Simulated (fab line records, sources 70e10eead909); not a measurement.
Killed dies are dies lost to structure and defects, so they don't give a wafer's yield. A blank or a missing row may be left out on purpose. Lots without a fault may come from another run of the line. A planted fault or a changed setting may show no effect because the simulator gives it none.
fab line records | flow nand_harc | part 2 of 2: steps 15 to 21 of 21
record lots=5 wafers=15 last_day=23
route steps=1159 shown A_CHANNEL_HOLE_D1@461
lots that met no fault: from a run of the same line without faults
start_h: hours from the record's first day to the start of the lot's first wafer shown | wait_h: hours since the lot's step before | " the same as in the row above | L1.1+2: a row that stands for several wafers | - no value, or no start given | * or withheld: withheld | < > ~ a bound
route shown NAME@n: a module of which the file shows steps, and the number in the route of the first | usual: mean/standard deviation of fault-free wafers | same: alike in all rows | chamber/n: place in a boat | sites: the reading at each site | _std_site: their standard deviation | _edge_site: outer sites' mean less inner sites' | radius_mm: how far each site lies from the wafer's centre | mask NAME#n: copy n | behind: the tool/chamber that last shaped the wafer | hold: why the lot was held/for how many hours/how that ended | device: the transistor (n, p or np) that didn't switch | end of line: the same wafers' tests at the end of the route | a step without rows: its recipe alone | killed: dies lost to structure and defects at the first sort, not the wafer's yield | map: a wafer's dies, x killed, . not, _ none there
set.NAME: the setting as run; set.NAME@STEP: as run at that earlier step | model.NAME: the simulator's own value behind a step, which no gauge read
lots at some steps of the route; a table a step, a row a wafer
services: from which hour (start_h, from the record's first day; less than 0 if before it) a tool's chamber was out of use, for how many hours, and why
## steps
# step NHARC_A_CHANNEL_HOLE_D1_ETCH_23
# recipe bias_v=5000 source_w=withheld pressure_mtorr=20 time_s=819 ar_flow_sccm=375 c4f8_flow_sccm=89.3 o2_flow_sccm=35.7 temp_c=-20 target_depth_a=16000 chemistry=C4F8/O2/Ar
# usual drypump_motor_current_A=5.7/0.45 mfc_ar_sccm=375.2/1.1 showerhead_plenum_p_Torr=3.67/0.074 throttle_valve_pct=32.155/0.0093
# columns lot.wafer tool chamber start_h wait_h drypump_motor_current_A mfc_ar_sccm rf_hours_counter_h showerhead_plenum_p_Torr throttle_valve_pct
L075.1 har_etch-02 1 177.66 0.5 6.2 376.0 102 3.76 32.150
L075.4 " 0 " " 5.0 376.4 - 3.57 32.176
L075.5 " 1 " " 6.2 374.6 - 3.76 32.154
L077.1 har_etch-02 0 184.91 0.5 5.0 374.9 106 3.57 32.161
L077.3 " 1 " " 6.2 372.5 - 3.76 32.162
L077.6 " 1 " " 6.2 373.4 - 3.76 32.163
L079.3 har_etch-01 0 208.54 0.5 5.8 374.5 - 3.73 32.170
L079.4 " 1 " " 5.9 376.3 - 3.66 32.141
L079.6 " 0 " " 5.8 375.3 - 3.73 32.175
L084.3 har_etch-01 0 238.02 0.5 5.8 374.6 - 3.72 32.155
L084.4 " 1 " " 5.9 376.3 - 3.66 32.167
L084.6 " 1 " " 5.9 376.3 - 3.66 32.157
L094.2 har_etch-01 0 295.31 0.5 5.8 373.9 234 3.71 32.154
L094.4 " 1 " " 5.9 375.4 - 3.64 32.148
L094.5 " 0 " " 5.8 374.2 - 3.71 32.163
# step NHARC_A_CHANNEL_HOLE_D1_ETCH_24
# recipe bias_v=5000 source_w=withheld pressure_mtorr=20 time_s=906.2 ar_flow_sccm=375 c4f8_flow_sccm=93.8 o2_flow_sccm=31.2 temp_c=-20 target_depth_a=15000 chemistry=C4F8/O2/Ar
# usual drypump_motor_current_A=5.7/0.46 mfc_ar_sccm=375.0/1.2 showerhead_plenum_p_Torr=3.66/0.074 throttle_valve_pct=32.235/0.009
# columns lot.wafer tool chamber start_h wait_h drypump_motor_current_A mfc_ar_sccm rf_hours_counter_h showerhead_plenum_p_Torr throttle_valve_pct
L075.1 har_etch-02 1 178.36 0.6 6.2 374.2 103 3.76 32.251
L075.4 " 0 " " 5.0 375.4 - 3.57 32.249
L075.5 " 1 " " 6.2 374.5 - 3.76 32.236
L077.1 har_etch-02 0 185.60 0.6 5.0 375.7 106 3.56 32.260
L077.3 " 1 " " 6.2 376.7 - 3.75 32.227
L077.6 " 1 " " 6.2 375.5 - 3.75 32.229
L079.3 har_etch-01 0 209.26 0.6 5.8 378.0 - 3.72 32.222
L079.4 " 1 " " 5.9 371.9 - 3.66 32.226
L079.6 " 0 " " 5.8 377.4 - 3.72 32.229
L084.3 har_etch-01 0 238.74 0.6 5.8 376.1 - 3.72 32.229
L084.4 " 1 " " 5.9 375.1 - 3.65 32.232
L084.6 " 1 " " 5.9 375.2 - 3.65 32.249
L094.2 har_etch-01 0 296.03 0.6 5.8 375.2 234 3.70 32.231
L094.4 " 1 " " 5.9 374.6 - 3.64 32.232
L094.5 " 0 " " 5.8 374.6 - 3.70 32.231
# step NHARC_A_CHANNEL_HOLE_D1_ETCH_25
# recipe bias_v=5000 source_w=withheld pressure_mtorr=20 time_s=1040.2 ar_flow_sccm=375 c4f8_flow_sccm=93.8 o2_flow_sccm=31.2 temp_c=-20 target_depth_a=15000 chemistry=C4F8/O2/Ar
# usual drypump_motor_current_A=5.7/0.45 mfc_ar_sccm=374.8/1.2 showerhead_plenum_p_Torr=3.66/0.074 throttle_valve_pct=32.235/0.0092
# columns lot.wafer tool chamber start_h wait_h drypump_motor_current_A mfc_ar_sccm rf_hours_counter_h showerhead_plenum_p_Torr throttle_valve_pct
L075.1 har_etch-02 1 179.15 0.7 6.2 374.6 103 3.76 32.215
L075.4 " 0 " " 5.0 375.3 - 3.57 32.239
L075.5 " 1 " " 6.2 376.5 - 3.76 32.225
L077.1 har_etch-02 0 186.37 0.6 5.0 372.3 107 3.56 32.231
L077.3 " 1 " " 6.2 375.5 - 3.75 32.221
L077.6 " 1 " " 6.2 374.6 - 3.75 32.231
L079.3 har_etch-01 0 210.06 0.7 5.8 376.4 - 3.72 32.238
L079.4 " 1 " " 5.9 373.3 - 3.66 32.235
L079.6 " 0 " " 5.8 376.0 - 3.72 32.214
L084.3 har_etch-01 0 239.53 0.7 5.8 374.8 - 3.72 32.224
L084.4 " 1 " " 5.9 375.5 - 3.65 32.242
L084.6 " 1 " " 5.9 374.7 - 3.65 32.235
L094.2 har_etch-01 0 296.81 0.7 5.8 373.9 235 3.70 32.234
L094.4 " 1 " " 5.9 374.4 - 3.64 32.232
L094.5 " 0 " " 5.8 374.8 - 3.70 32.241
# step NHARC_A_CHANNEL_HOLE_D1_ETCH_26
# recipe bias_v=300 source_w=2000 pressure_mtorr=30 time_s=224.1 ar_flow_sccm=375 c4f8_flow_sccm=11.4 o2_flow_sccm=113.6 temp_c=-20 target_depth_a=3000 chemistry=C4F8/O2/Ar
# usual bias_v=300/3.2 drypump_motor_current_A=5.7/0.45 mfc_ar_sccm=374.8/1.1 showerhead_plenum_p_Torr=3.71/0.078 throttle_valve_pct=24.584/0.0098
# columns lot.wafer tool chamber start_h wait_h bias_v drypump_motor_current_A mfc_ar_sccm rf_hours_counter_h showerhead_plenum_p_Torr throttle_valve_pct
L075.1 har_etch-02 1 179.94 0.6 305 6.2 376.1 104 3.81 24.579
L075.4 " 0 " " 299 5.0 374.1 - 3.61 24.572
L075.5 " 1 " " 300 6.2 375.3 - 3.81 24.571
L077.1 har_etch-02 0 187.26 0.7 305 5.0 373.9 108 3.61 24.586
L077.3 " 1 " " 305 6.2 376.2 - 3.81 24.577
L077.6 " 1 " " 308 6.2 374.1 - 3.81 24.585
L079.3 har_etch-01 0 210.71 0.5 293 5.8 374.8 - 3.77 24.599
L079.4 " 1 " " 292 5.9 374.7 - 3.71 24.599
L079.6 " 0 " " 298 5.8 375.0 - 3.77 24.589
L084.3 har_etch-01 0 240.19 0.5 302 5.8 372.8 - 3.77 24.592
L084.4 " 1 " " 294 5.9 376.0 - 3.70 24.573
L084.6 " 1 " " 297 5.9 376.3 - 3.70 24.585
L094.2 har_etch-01 0 297.57 0.6 303 5.8 374.0 236 3.75 24.575
L094.4 " 1 " " 301 5.9 375.0 - 3.68 24.583
L094.5 " 0 " " 301 5.8 373.6 - 3.75 24.589
# step NHARC_A_CHANNEL_HOLE_D1_ETCH_33
# recipe bias_v=400 source_w=2000 pressure_mtorr=25 time_s=90 ar_flow_sccm=375 c4f8_flow_sccm=41.7 o2_flow_sccm=83.3 temp_c=-20 target_depth_a=4000 chemistry=C4F8/O2/Ar
# usual bias_v=400/4.3 drypump_motor_current_A=5.7/0.45 mfc_ar_sccm=375.0/1.1 rf_fwd_power_W=1984/6.7 showerhead_plenum_p_Torr=3.71/0.076 throttle_valve_pct=27.619/0.0099
# columns lot.wafer tool chamber start_h wait_h bias_v drypump_motor_current_A mfc_ar_sccm rf_fwd_power_W rf_hours_counter_h showerhead_plenum_p_Torr throttle_valve_pct
L075.1 har_etch-02 1 180.13 0.2 399 6.1 376.4 1998 104 3.80 27.607
L075.4 " 0 " " 398 5.0 375.0 1987 - 3.61 27.612
L075.5 " 1 " " 402 6.2 377.1 2002 - 3.80 27.613
L077.1 har_etch-02 0 187.46 0.2 401 5.0 375.2 1982 108 3.60 27.618
L077.3 " 1 " " 399 6.2 374.8 1986 - 3.80 27.607
L077.6 " 1 " " 398 6.2 374.2 1977 - 3.80 27.613
L079.3 har_etch-01 0 210.91 0.2 401 5.8 374.6 1976 - 3.77 27.602
L079.4 " 1 " " 398 5.9 374.9 1981 - 3.70 27.627
L079.6 " 0 " " 396 5.8 375.4 1978 - 3.77 27.606
L084.3 har_etch-01 0 240.38 0.2 405 5.8 376.4 1974 - 3.76 27.631
L084.4 " 1 " " 399 5.9 375.6 1988 - 3.69 27.622
L084.6 " 1 " " 392 5.9 376.0 1992 - 3.69 27.629
L094.2 har_etch-01 0 297.76 0.2 410 5.8 373.1 1991 236 3.75 27.628
L094.4 " 1 " " 412 6.0 372.9 1990 - 3.68 27.615
L094.5 " 0 " " 406 5.8 372.7 1976 - 3.75 27.614
# step NHARC_A_CHANNEL_HOLE_D1_STRIP_41
# recipe n2_flow_sccm=150 h2_flow_sccm=150 ar_flow_sccm=0 bias_w=0 chemistry=N2/H2
# columns lot.wafer tool chamber start_h wait_h
L075.4+1+5 rie_diel-09 3,1,3 180.64 0.4
L077.1+3+6 rie_diel-11 1,3,1 188.00 0.5
L079.4+3+6 rie_diel-11 0,2,3 211.38 0.4
L084.4+3+6 rie_diel-09 0,2,1 240.85 0.4
L094.4+2+5 rie_diel-09 2,3,2 298.26 0.4
# step NHARC_A_CHANNEL_HOLE_D1_STRIP_42
# recipe cf4_flow_sccm=100 chf3_flow_sccm=30 ar_flow_sccm=0 bias_w=0 chemistry=CF4/CHF3
# columns lot.wafer tool chamber start_h wait_h
L075.1+4+5 rie_diel-09 2,0,3 180.73 0.1
L077.3+1+6 rie_diel-11 0,1,3 188.09 0.1
L079.4+3+6 rie_diel-11 3,0,3 211.47 0.1
L084.3+4+6 rie_diel-09 1,2,3 240.95 0.1
L094.2+4+5 rie_diel-09 1,3,1 298.36 0.1
## services
# columns tool chamber start_h hours kind
rie_diel-11 0 168.52 - clean
rie_diel-11 1 168.52 - clean
rie_diel-11 2 168.52 - clean
rie_diel-11 3 168.52 - clean
rie_diel-11 2 172.02 2.8 repair
rie_diel-09 2 185.09 3.5 repair
rie_diel-11 - 189.50 9.0 pm
rie_diel-11 0 189.50 9.0 vent_cycle
rie_diel-11 1 189.50 9.0 vent_cycle
rie_diel-11 2 189.50 9.0 vent_cycle
rie_diel-11 3 189.50 9.0 vent_cycle
rie_diel-11 0 198.50 - clean
rie_diel-11 1 198.50 - clean
rie_diel-11 2 198.50 - clean
rie_diel-11 3 198.50 - clean
rie_diel-09 1 206.67 8.8 repair
rie_diel-11 0 221.86 9.0 repair
rie_diel-11 1 223.00 - clean
rie_diel-11 2 223.00 - clean
rie_diel-09 0 249.41 38.3 repair
rie_diel-09 - 254.10 9.0 pm
rie_diel-13 - 255.59 2.7 repair
rie_diel-13 - 276.00 9.0 pm
litho_track-06 - 292.00 7.0 pm
